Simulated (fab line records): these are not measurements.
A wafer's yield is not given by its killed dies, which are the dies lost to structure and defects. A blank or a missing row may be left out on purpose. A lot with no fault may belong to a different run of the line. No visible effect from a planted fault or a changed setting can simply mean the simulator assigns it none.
Which tool was responsible? | flow nandHarc | 24 lots, 72 wafers sampled, at 5 steps of a route of 1302

## WHAT EACH GAUGE READ, for each wafer
NHARC_A_DECK1_JOINT_INSPECT_05. Usual: rawDefectCount reads 290 (standard deviation 100).
lot  | measured     | on               | rawDefectCount | flag
L074 | day 12 01:57 | defectInspect-02 | 248 295 285    | 
L075 | day 12 14:08 | defectInspect-02 | 277 369 345    | 
L076 | day 12 23:42 | defectInspect-01 | 340 263 281    | 
L078 | day 13 11:04 | defectInspect-01 | 302 395 309    | 
L077 | day 13 11:08 | defectInspect-02 | 371 247 285    | 
L079 | day 14 16:20 | defectInspect-01 | 183 246 297    | 
L080 | day 15 02:22 | defectInspect-01 | 279 383 261    | 
L081 | day 15 02:23 | defectInspect-02 | 282 331 506    | 
L082 | day 15 15:40 | defectInspect-01 | 290 193 153    | 
L083 | day 16 13:19 | defectInspect-02 | 223 251 397    | 
L084 | day 16 13:19 | defectInspect-01 | 447 301 470    | 
L085 | day 16 19:06 | defectInspect-02 | 330 118 160    | 
L086 | day 17 03:59 | defectInspect-02 | 158 208 416    | 
L087 | day 17 06:08 | defectInspect-02 | 413 346 214    | 
L088 | day 18 08:07 | defectInspect-01 | 222 272 236    | 
L089 | day 18 08:09 | defectInspect-02 | 220 198 212    | 
L090 | day 19 08:56 | defectInspect-02 | 149 260 255    | 
L091 | day 19 08:56 | defectInspect-01 | 403 205 291    | 
L092 | day 20 00:40 | defectInspect-02 | 167 267 291    | 
L093 | day 20 00:45 | defectInspect-01 | 175 177 259    | 
L094 | day 20 18:29 | defectInspect-02 | 286 544 529    | 
L096 | day 21 07:23 | defectInspect-02 | 307 181 271    | 
L095 | day 21 07:24 | defectInspect-01 | 332 200 446    | 
L097 | day 21 19:03 | defectInspect-01 | 279 219 266    | 

NHARC_A_ONON_D2_THK_MEAS_18: measures by ellipsometry. Usual: thkNm reads 1001 nm (standard deviation 7.3).
lot  | measured     | on           | thkNm (nm)     | flag
L074 | day 12 12:31 | filmMetro-02 | 1004 1001 1003 | 
L075 | day 13 00:45 | filmMetro-02 | 998 997 997    | 
L076 | day 13 09:59 | filmMetro-01 | 1006 1007 1005 | 
L078 | day 13 21:41 | filmMetro-01 | 1006 1006 1004 | 
L077 | day 13 21:41 | filmMetro-02 | 1003 1005 1006 | 
L079 | day 15 04:13 | filmMetro-02 | 998 999 999    | 
L080 | day 15 12:31 | filmMetro-01 | 1006 1007 1008 | 
L081 | day 15 12:31 | filmMetro-02 | 1002 1003 1001 | 
L082 | day 16 02:13 | filmMetro-02 | 987 987 988    | 
L083 | day 17 02:45 | filmMetro-01 | 1000 998 999   | 
L084 | day 17 02:45 | filmMetro-01 | 1004 1005 1005 | 
L085 | day 17 02:44 | filmMetro-01 | 1007 1006 1005 | 
L086 | day 17 15:41 | filmMetro-02 | 1012 1014 1014 | 
L087 | day 17 15:41 | filmMetro-01 | 984 984 983    | 
L088 | day 18 18:46 | filmMetro-02 | 991 992 992    | 
L089 | day 18 18:44 | filmMetro-02 | 1010 1008 1008 | 
L090 | day 19 19:15 | filmMetro-01 | 995 995 994    | 
L091 | day 19 19:16 | filmMetro-01 | 1010 1009 1008 | 
L092 | day 20 10:54 | filmMetro-01 | 1002 1002 1001 | 
L093 | day 20 10:54 | filmMetro-02 | 1009 1011 1010 | 
L094 | day 21 04:41 | filmMetro-02 | 998 998 998    | 
L096 | day 21 17:35 | filmMetro-02 | 1008 1008 1006 | 
L095 | day 21 17:36 | filmMetro-01 | 998 997 997    | 
L097 | day 22 05:57 | filmMetro-02 | 991 991 991    | 

NHARC_A_CHANNEL_HOLE_D2_CD_MEAS_10 targets a cd of 100 nm. Usual: cdNm reads 100.1 nm (standard deviation 0.61).
lot  | measured     | on       | cdNm (nm)         | flag
L074 | day 12 18:02 | cdSem-01 | 99.8 100.7 100.5  | 
L075 | day 13 06:11 | cdSem-01 | 100.1 99.6 100.3  | 
L076 | day 13 19:25 | cdSem-01 | 99.9 99.2 100.2   | 
L078 | day 14 06:56 | cdSem-02 | 100.3 99.7 99.2   | 
L077 | day 14 07:07 | cdSem-03 | 99.8 100.4 100.7  | 
L079 | day 15 10:18 | cdSem-03 | 100.4 100.7 99.6  | 
L080 | day 15 20:41 | cdSem-03 | 100.2 99.5 99.7   | 
L081 | day 15 19:17 | cdSem-03 | 100.3 101.3 100.1 | 
L082 | day 16 07:53 | cdSem-01 | 100.1 99.9 100.3  | 
L083 | day 17 10:11 | cdSem-03 | 98.9 100.4 99.4   | 
L084 | day 17 09:22 | cdSem-02 | 100.0 101.3 101.1 | 
L085 | day 17 08:17 | cdSem-02 | 99.8 100.3 99.7   | 
L086 | day 17 22:27 | cdSem-02 | 99.9 100.7 100.4  | 
L087 | day 18 00:19 | cdSem-01 | 99.9 100.2 100.6  | 
L088 | day 19 04:56 | cdSem-02 | 99.4 99.1 99.3    | 
L089 | day 19 04:16 | cdSem-03 | 100.4 99.2 99.4   | 
L090 | day 20 00:38 | cdSem-03 | 100.0 101.1 100.3 | 
L091 | day 20 00:53 | cdSem-02 | 100.5 100.1 100.9 | 
L092 | day 20 19:26 | cdSem-02 | 100.5 101.0 100.2 | 
L093 | day 20 19:17 | cdSem-02 | 100.8 100.2 101.1 | 
L094 | day 21 11:23 | cdSem-03 | 100.2 99.6 100.5  | 
L096 | day 21 22:59 | cdSem-03 | 100.6 99.4 99.7   | 
L095 | day 22 00:38 | cdSem-03 | 99.7 99.6 100.3   | 
L097 | day 22 13:20 | cdSem-02 | 99.2 99.7 99.9    | 

NHARC_A_CHANNEL_HOLE_D2_INSPECT_12. Usual: rawDefectCount reads 32 (standard deviation 22).
lot  | measured     | on               | rawDefectCount | flag
L074 | day 12 18:09 | defectInspect-02 | 61 49 61       | 
L075 | day 13 06:18 | defectInspect-02 | 49 63 62       | 
L076 | day 13 19:32 | defectInspect-02 | 54 63 57       | 
L078 | day 14 07:04 | defectInspect-01 | 4 7 5          | 
L077 | day 14 07:14 | defectInspect-02 | 66 56 55       | 
L079 | day 15 10:26 | defectInspect-01 | 47 71 63       | 
L080 | day 15 20:48 | defectInspect-01 | 51 49 51       | 
L081 | day 15 19:23 | defectInspect-02 | 9 9 3          | 
L082 | day 16 08:01 | defectInspect-02 | 11 10 11       | 
L083 | day 17 10:18 | defectInspect-02 | 8 16 12        | 
L084 | day 17 09:29 | defectInspect-02 | 11 9 18        | 
L085 | day 17 08:25 | defectInspect-01 | 13 15 15       | 
L086 | day 17 22:34 | defectInspect-01 | 10 9 12        | 
L087 | day 18 00:27 | defectInspect-01 | 57 57 59       | 
L088 | day 19 05:03 | defectInspect-01 | 78 57 55       | 
L089 | day 19 04:23 | defectInspect-02 | 10 18 13       | 
L090 | day 20 00:46 | defectInspect-02 | 14 19 22       | 
L091 | day 20 01:00 | defectInspect-01 | 80 52 50       | 
L092 | day 20 19:34 | defectInspect-02 | 13 19 20       | 
L093 | day 20 19:24 | defectInspect-01 | 55 57 50       | 
L094 | day 21 11:31 | defectInspect-02 | 20 22 23       | 
L096 | day 21 23:07 | defectInspect-01 | 7 3 8          | 
L095 | day 22 00:45 | defectInspect-01 | 25 19 26       | 
L097 | day 22 13:28 | defectInspect-02 | 31 30 22       | 

## TOOL THAT RAN EACH LOT (tool first, then ch and the chambers of the sampled wafers, then the start)
lot  | NHARC_A_ONON_D2_DEP_33
L074 | pecvd-02 ch 0,2, day 12 14:54
L075 | pecvd-02 ch 0,1,2, day 13 03:05
L076 | pecvd-03 ch 0,1, day 13 12:21
L078 | pecvd-02 ch 1,2, day 14 00:03
L077 | pecvd-03 ch 0,1,2, day 14 00:10
L079 | pecvd-02 ch 0,1,2, day 15 06:31
L080 | pecvd-01 ch 0,1,2, day 15 14:53
L081 | pecvd-02 ch 0,1,2, day 15 14:59
L082 | pecvd-03 ch 0,1, day 16 04:33
L083 | pecvd-03 ch 0,1, day 17 05:20
L084 | pecvd-01 ch 1,2, day 17 05:05
L085 | pecvd-03 ch 0,1,2, day 17 05:04
L086 | pecvd-02 ch 0,2, day 17 18:07
L087 | pecvd-03 ch 0,1,2, day 17 18:06
L088 | pecvd-03 ch 1,2, day 18 21:11
L089 | pecvd-01 ch 0,1,2, day 18 21:04
L090 | pecvd-02 ch 0,1,2, day 19 21:37
L091 | pecvd-03 ch 0,1,2, day 19 21:35
L092 | pecvd-02 ch 0,2, day 20 13:13
L093 | pecvd-03 ch 1,2, day 20 13:13
L094 | pecvd-01 ch 1,2, day 21 07:01
L096 | pecvd-02 ch 0,1, day 21 19:55
L095 | pecvd-02 ch 0,2, day 21 20:11
L097 | pecvd-03 ch 0,1,2, day 22 08:25
- NHARC_A_ONON_D2_DEP_33: deposits SiO2, target thk 200 nm.

## AS READ BY THE TOOLS THEMSELVES (means over the sampled wafers that have a number; for cases with no such wafer, the mark the record gives instead)
NHARC_A_ONON_D2_DEP_33. Usual: heaterPowerW 583 W, standard deviation 100; mfcPrecursorSccm 161.4 sccm, standard deviation 0.5; showerheadVppV 1860 V, standard deviation 78; throttleValvePct 15.9 %, standard deviation 0.77.
lot  | tool     | heaterPowerW (W) | mfcPrecursorSccm (sccm) | showerheadVppV (V) | throttleValvePct (%) | flag
L074 | pecvd-02 | 542              | 161.5                   | 1776               | 15.7                 | 
L075 | pecvd-02 | 530              | 161.6                   | 1788               | 15.9                 | 
L076 | pecvd-03 | 708              | 161.4                   | 1892               | 15.9                 | 
L078 | pecvd-02 | 658              | 161.2                   | 1816               | 16.0                 | 
L077 | pecvd-03 | 600              | 161.6                   | 1921               | 15.9                 | 
L079 | pecvd-02 | 553              | 161.2                   | 1799               | 16.0                 | 
L080 | pecvd-01 | 593              | 161.2                   | 1905               | 15.6                 | 
L081 | pecvd-02 | 572              | 162.0                   | 1773               | 16.0                 | 
L082 | pecvd-03 | 571              | 161.9                   | 1897               | 16.1                 | 
L083 | pecvd-03 | 654              | 161.0                   | 1910               | 15.4                 | 
L084 | pecvd-01 | 586              | 161.5                   | 1931               | 15.6                 | 
L085 | pecvd-03 | 606              | 161.9                   | 1931               | 15.7                 | 
L086 | pecvd-02 | 609              | 160.8                   | 1784               | 15.8                 | 
L087 | pecvd-03 | 594              | 161.4                   | 1938               | 16.0                 | 
L088 | pecvd-03 | 597              | 161.0                   | 1954               | 16.9                 | 
L089 | pecvd-01 | 602              | 161.2                   | 1883               | 15.9                 | 
L090 | pecvd-02 | 566              | 161.4                   | 1802               | 15.8                 | 
L091 | pecvd-03 | 589              | 161.3                   | 1919               | 15.7                 | 
L092 | pecvd-02 | 584              | 161.1                   | 1801               | 15.6                 | 
L093 | pecvd-03 | 483              | 161.4                   | 1928               | 16.4                 | 
L094 | pecvd-01 | 609              | 161.7                   | 1931               | 15.7                 | 
L096 | pecvd-02 | 492              | 161.2                   | 1784               | 16.3                 | 
L095 | pecvd-02 | 555              | 161.6                   | 1777               | 15.6                 | 
L097 | pecvd-03 | 617              | 161.7                   | 1930               | 16.0                 | 

## THE ANSWER, worked out from the rows above alone
Rule: a lot counts as off when the mean over its wafers that have a number is more than 3 standard deviations away from the usual mean. A lot without any number at a reading at which 4 lots or more have one is off too. All remaining lots with rows at the step are treated as sound. After the gauges, taken in route order, come the tools' own readings; for these a lot's mean is taken, as printed above. At the first step where some lot is off, the reading lying furthest off is the one used; lots without a number count as furthest.
No lot is off at any reading shown: from this, nothing can be told.

## WHAT THE SIMULATOR HAD INSERTED
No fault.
